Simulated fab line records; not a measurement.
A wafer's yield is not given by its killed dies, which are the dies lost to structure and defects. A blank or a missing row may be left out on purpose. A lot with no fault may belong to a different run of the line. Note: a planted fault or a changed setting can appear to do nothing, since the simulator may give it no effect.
Matching of chambers ; flow nand_harc ; NHARC_P_ZERO_WELL_DESCUM_39 on rie_diel-12: 4 sister chambers
The step chemistry O2, time 3 s. 4 wafers are shown with their chamber, then 7 later ones without.

## WAFERS, EACH WITH ITS CHAMBER
wafer;chamber;showerhead_plenum_p_Torr (Torr)
L465.1;3;1.79
L465.6;1;1.82
L467.1;2;1.83
L467.3;0;1.98

## WAFERS WITHOUT THEIR CHAMBER
wafer;showerhead_plenum_p_Torr (Torr)
L467.6;1.79
L470.3;1.78
L470.5;1.97
L470.6;1.82
L471.1;1.82
L471.4;1.78
L471.5;1.82

## THE CHAMBER EACH PASSED THROUGH
wafer;from the rows above;in truth
L467.6;3;3
L470.3;3;3
L470.5;0;0
L470.6;can't be placed: 1 or 2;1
L471.1;can't be placed: 1 or 2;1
L471.4;3;3
L471.5;can't be placed: 1 or 2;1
Correct placement for 4 of the 7. From these rows, 3 cannot be placed; in 3 the true chamber is one of the candidates. 0 placed wrongly.
How it was worked out, from the rows above alone: a wafer's distance from a chamber is the root of the sum, over the readings, of the square of ((its reading less the chamber's mean) divided by the reading's scatter). The wafer belongs to the nearest chamber; if the next one is less than 2 further off, it can't be placed. The mean given for a chamber averages the wafers shown for that chamber. The scatter: root of mean squared gap, hidden wafer to nearest shown wafer, with one shown wafer a chamber.
